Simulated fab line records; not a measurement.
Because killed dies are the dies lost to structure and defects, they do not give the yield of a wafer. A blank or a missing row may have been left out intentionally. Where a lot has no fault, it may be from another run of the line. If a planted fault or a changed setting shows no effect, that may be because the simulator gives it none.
fab line records	flow n5_finfet	part 2 of 2: steps 5 to 6 of 6
record: lots: 22	wafers: 66	last_day: 17
route steps=1938 shown MOL_CONTACT_COAG@607 BEOL_M0_SAQP@634
lots untouched by any fault: they come from a run of this same line in which no faults occurred
start_h: hours from the record's opening day to when the first of the lot's shown wafers began	wait_h: hours from the lot's prior step to this one	" unchanged from the row above	L1.1+2: a single row standing in for several wafers	- either no value or no given start	* or withheld: withheld	< > ~ a bound
route shown NAME@n: a module of which the file shows steps, and the number in the route of the first	usual: mean/standard deviation taken from wafers without a fault	same: alike in all rows	chamber/n: place in a boat	sites: readings site by site	_std_site: their standard deviation	_edge_site: inner sites' mean taken away from outer sites' mean	radius_mm: how far each site lies from the wafer's centre	mask NAME#n: copy n	behind: the tool/chamber that last shaped the wafer	hold: cause of the lot's hold/its duration in hours/its outcome	device: names the non-switching transistor (n, p or np)	end of line: tests run on the same wafers once the route is complete	a step with no rows: only its recipe	killed: the dies lost at the first sort to structure and to defects; this is not the yield of the wafer	map: a wafer's dies, marking killed ones x, the rest . and places with no die _
set.NAME: the setting that was run; set.NAME@STEP: the one run at that earlier step	model.NAME: the simulator's own value behind a step, which no gauge read
steps of the route over a sample of lots; a table a step, a row a wafer
services: when a tool's chamber went out of use (start_h, in hours from the record's first day, below 0 if earlier), for how many hours, and the reason
== steps ==
step: N5_BEOL_M0_SAQP_PECVD_04
recipe: material: a-Si	target_thk_a: 600	temp_c: 350	precursor: SiH4/He	pressure_torr: 3	rf_w: 100	time_s: 60.2
usual: heater_power_w: 632/82	showerhead_plenum_p_Torr: 5.66/0.042	throttle_valve_pct: 18.5/1.3
lot.wafer	tool	chamber	start_h	wait_h	heater_power_w	showerhead_plenum_p_Torr	throttle_valve_pct
L074.4	pecvd-01	1	112.31	0.1	629	5.67	17.6
L074.5	"	0	"	"	496	5.60	18.0
L074.6	"	1	"	"	646	5.68	17.7
L075.2	pecvd-02	0	112.35	0.0	540	5.71	18.2
L075.3	"	1	"	"	627	5.57	17.6
L075.5	"	2	"	"	789	5.65	17.3
L076.2	pecvd-01	1	118.15	0.0	625	5.68	17.6
L076.4	"	1	"	"	626	5.68	17.6
L076.5	"	0	"	"	505	5.60	18.3
L077.1	pecvd-03	2	131.23	0.0	622	5.70	20.3
L077.2	"	0	"	"	737	5.68	17.8
L077.6	"	0	"	"	732	5.68	17.8
L078.1	pecvd-02	2	132.84	0.0	779	5.65	17.5
L078.3	"	1	"	"	605	5.58	17.5
L078.6	"	2	"	"	753	5.67	17.3
L079.1	pecvd-02	1	140.71	0.0	609	5.58	17.7
L079.2	"	2	"	"	812	5.67	17.2
L079.5	"	0	"	"	538	5.71	18.2
L080.1	pecvd-02	2	157.65	0.0	743	5.67	17.4
L080.5	"	1	"	"	637	5.57	17.4
L080.6	"	2	"	"	753	5.65	17.3
L081.3	pecvd-01	0	157.75	0.0	549	5.59	18.3
L081.5	"	0	"	"	553	5.59	18.2
L081.6	"	1	"	"	674	5.67	17.5
L084.1	pecvd-01	0	164.29	0.0	528	5.57	18.1
L084.2	"	1	"	"	577	5.66	17.6
L084.6	"	1	"	"	599	5.67	17.7
L085.3	pecvd-03	2	177.15	0.0	586	5.70	20.3
L085.4	"	0	"	"	666	5.69	18.1
L085.5	"	1	"	"	642	5.67	21.1
L086.1	pecvd-02	2	180.67	0.0	797	5.65	17.2
L086.2	"	1	"	"	568	5.57	17.6
L086.5	"	2	"	"	803	5.66	17.3
L087.1	pecvd-03	1	185.45	0.0	695	5.66	21.0
L087.2	"	0	"	"	640	5.68	18.1
L087.3	"	2	"	"	539	5.70	20.2
L088.1	pecvd-03	0	197.52	0.0	710	5.69	18.1
L088.2	"	2	"	"	650	5.69	20.0
L088.6	"	0	"	"	719	5.67	18.3
L089.1	pecvd-02	0	201.13	0.0	499	5.72	18.2
L089.2	"	2	"	"	780	5.66	17.6
L089.4	"	1	"	"	627	5.57	17.7
L090.3	pecvd-03	0	204.65	0.1	738	5.67	18.1
L090.5	"	1	"	"	651	5.65	21.1
L090.6	"	0	"	"	746	5.67	17.8
L091.1	pecvd-01	2	207.29	0.0	506	5.63	17.8
L091.2	"	0	"	"	546	5.61	18.4
L091.3	"	1	"	"	623	5.68	17.7
L092.2	pecvd-03	1	215.71	0.0	672	5.66	20.9
L092.4	"	0	"	"	686	5.67	17.9
L092.6	"	0	"	"	689	5.69	18.1
L093.2	pecvd-03	0	218.98	0.0	709	5.69	17.7
L093.3	"	0	"	"	706	5.67	17.5
L093.4	"	1	"	"	682	5.67	20.9
L094.4	pecvd-01	0	226.46	0.0	586	5.58	18.1
L094.5	"	2	"	"	484	5.63	18.1
L094.6	"	1	"	"	655	5.68	17.6
L095.1	pecvd-03	2	240.31	0.0	565	5.69	17.3
L095.4	"	2	"	"	558	5.69	17.4
L095.5	"	1	"	"	655	5.66	20.9
L096.1	pecvd-03	2	241.61	0.0	597	5.68	17.3
L096.2	"	0	"	"	722	5.67	18.0
L096.5	"	1	"	"	680	5.67	20.9
L097.2	pecvd-02	0	250.97	0.0	592	5.70	18.5
L097.3	"	2	"	"	708	5.67	17.5
L097.4	"	1	"	"	623	5.58	17.4
step: N5_BEOL_M0_SAQP_ETCH_84
recipe: chemistry: N2/H2	target: SOC	target_depth_a: 1000	overetch_a: 200	mask_material: SiARC	temp_c: 40	time_s: 150	ion_energy_ev: 200	pressure_mtorr: 30	source_w: 840	bias_w: 150	n2_flow_sccm: 200	h2_flow_sccm: 200
usual: drypump_motor_current_A: 5.8/0.36	oes_product_au: 0.69/0.058	rf_vpp_V: 523.2/2.5	showerhead_plenum_p_Torr: 2.52/0.085	throttle_valve_pct: 17.92/0.22
lot.wafer	tool	chamber	start_h	wait_h	drypump_motor_current_A	oes_product_au	rf_hours_counter_h	rf_vpp_V	showerhead_plenum_p_Torr	throttle_valve_pct
L074.4	rie_diel-01	2	113.07	0.0	6.1	0.73	107	523.5	2.56	17.95
L074.5	"	2	"	"	6.1	0.72	-	524.6	2.56	17.96
L074.6	"	1	"	"	5.5	0.66	-	525.3	2.63	17.92
L075.2	rie_diel-05	1	113.30	0.0	6.1	0.68	156	526.0	2.65	17.98
L075.3	"	3	"	"	5.3	0.66	174	520.4	2.43	18.05
L075.5	"	2	"	"	6.4	0.62	-	519.6	2.41	18.30
L076.2	rie_diel-01	1	118.90	0.0	5.5	0.66	195	525.6	2.63	17.93
L076.4	"	3	"	"	5.5	0.66	191	521.1	2.42	17.87
L076.5	"	2	"	"	6.1	0.72	-	525.5	2.56	17.95
L077.1	rie_diel-05	3	132.22	0.0	5.2	0.66	180	521.2	2.43	18.07
L077.2	"	2	"	"	6.3	0.62	220	520.6	2.41	18.30
L077.6	"	3	"	"	5.3	0.65	-	521.6	2.43	18.06
L078.1	rie_diel-01	0	133.47	0.0	5.3	0.69	121	524.4	2.56	17.79
L078.3	"	1	"	"	5.5	0.66	201	525.9	2.62	17.93
L078.6	"	3	"	"	5.5	0.66	-	520.7	2.42	17.88
L079.1	rie_diel-05	3	141.46	0.0	5.2	0.66	182	519.2	2.43	18.07
L079.2	"	1	"	"	6.1	0.67	164	526.7	2.65	18.01
L079.5	"	3	"	"	5.2	0.66	-	521.0	2.43	18.07
L080.1	rie_diel-06	0	158.41	0.0	5.8	0.71	114	521.4	2.45	17.49
L080.5	"	1	"	"	6.4	0.82	-	527.3	2.71	17.75
L080.6	"	0	"	"	5.8	0.70	-	520.6	2.45	17.49
L081.3	rie_diel-05	1	158.44	0.0	6.1	0.67	168	526.5	2.64	18.01
L081.5	"	3	"	"	5.3	0.65	-	520.8	2.43	18.09
L081.6	"	1	"	"	6.1	0.67	-	525.3	2.64	18.01
L084.1	rie_diel-06	1	165.07	0.0	6.4	0.82	25	528.8	2.71	17.77
L084.2	"	2	"	"	5.9	0.62	226	523.0	2.51	18.23
L084.6	"	3	"	"	6.0	0.85	-	523.8	2.50	17.72
L085.3	rie_diel-01	2	177.99	0.1	6.1	0.71	-	524.5	2.55	17.99
L085.4	"	1	"	"	5.5	0.65	-	526.0	2.62	17.94
L085.5	"	2	"	"	6.1	0.71	-	523.4	2.55	18.01
L086.1	rie_diel-05	2	181.46	0.0	6.3	0.61	234	519.8	2.40	18.31
L086.2	"	0	"	"	5.9	0.77	54	521.9	2.48	17.53
L086.5	"	3	"	"	5.3	0.65	-	519.6	2.43	18.11
L087.1	rie_diel-06	2	186.08	0.0	5.9	0.62	232	521.5	2.51	18.27
L087.2	"	1	"	"	6.4	0.81	31	528.4	2.70	17.75
L087.3	"	0	"	"	5.8	0.70	122	520.1	2.45	17.50
L088.1	rie_diel-01	3	198.27	0.0	5.5	0.65	210	521.9	2.41	17.92
L088.2	"	2	"	"	6.1	0.70	138	523.3	2.54	18.03
L088.6	"	1	"	"	5.6	0.64	-	525.2	2.61	17.97
L089.1	rie_diel-01	1	201.88	0.0	5.6	0.65	226	526.7	2.61	17.96
L089.2	"	2	"	"	6.1	0.69	140	523.8	2.54	18.00
L089.4	"	1	"	"	5.5	0.65	-	526.0	2.61	17.97
L090.3	rie_diel-01	2	205.28	0.0	6.1	0.70	141	524.8	2.54	18.02
L090.5	"	2	"	"	6.1	0.70	-	525.1	2.54	18.01
L090.6	"	3	"	"	5.5	0.65	-	520.4	2.41	17.92
L091.1	rie_diel-05	3	208.04	0.0	5.2	0.64	202	520.4	2.42	18.10
L091.2	"	2	"	"	6.4	0.60	242	519.9	2.40	18.33
L091.3	"	0	"	"	5.9	0.76	62	520.7	2.48	17.54
L092.2	rie_diel-01	1	216.61	0.0	5.5	0.64	231	527.4	2.61	17.99
L092.4	"	2	"	"	6.1	0.70	145	525.0	2.54	18.01
L092.6	"	1	"	"	5.5	0.64	-	525.2	2.61	18.00
L093.2	rie_diel-06	2	219.77	0.0	5.9	0.61	244	523.3	2.51	18.29
L093.3	"	1	"	"	6.3	0.78	39	529.2	2.70	17.80
L093.4	"	0	"	"	5.8	0.70	132	520.8	2.45	17.53
L094.4	rie_diel-01	2	227.20	0.0	6.1	0.69	147	525.1	2.54	18.02
L094.5	"	1	"	"	5.6	0.64	-	525.9	2.61	17.99
L094.6	"	0	"	"	5.3	0.69	-	523.9	2.55	17.83
L095.1	rie_diel-01	3	241.04	0.0	5.5	0.65	224	519.6	2.41	17.94
L095.4	"	1	"	"	5.5	0.64	239	525.1	2.61	18.00
L095.5	"	2	"	"	6.1	0.69	-	523.0	2.54	18.03
L096.1	rie_diel-01	3	242.24	0.0	5.5	0.64	224	520.3	2.41	17.95
L096.2	"	0	"	"	5.3	0.68	145	521.8	2.55	17.84
L096.5	"	3	"	"	5.5	0.64	-	519.8	2.41	17.95
L097.2	rie_diel-05	3	251.77	0.0	5.2	0.64	218	520.1	2.42	18.13
L097.3	"	1	"	"	6.1	0.65	195	526.0	2.63	18.06
L097.4	"	1	"	"	6.1	0.65	-	526.3	2.63	18.04
== services ==
tool	chamber	start_h	hours	kind
rie_diel-05	-	80.53	0.9	repair
rie_diel-05	-	86.91	1.6	repair
rie_diel-05	-	89.31	0.6	repair
rie_diel-01	2	95.96	3.7	repair
pecvd-03	-	127.35	0.5	repair
rie_diel-03	3	130.40	1.7	repair
pvd_sputter-03	-	140.90	4.9	repair
rie_diel-04	0	148.40	7.8	repair
rie_diel-04	2	154.57	4.1	repair
rie_diel-05	2	154.96	3.7	repair
rie_diel-01	3	156.15	22.7	repair
rie_diel-06	2	158.83	4.2	repair
rie_diel-04	2	159.80	4.9	repair
rie_diel-04	2	190.24	6.7	repair
rie_diel-03	3	197.34	29.9	repair
rie_diel-03	2	197.76	2.9	repair
pecvd-02	-	198.18	2.8	pm
rie_diel-03	0	199.70	6.3	repair
rie_diel-06	1	212.61	5.3	repair
rie_diel-02	-	215.16	4.3	pm
pecvd-01	-	217.42	3.1	repair
rie_diel-02	2	225.53	14.6	repair
rie_diel-05	2	235.25	4.6	repair
pecvd-03	-	243.56	0.8	repair
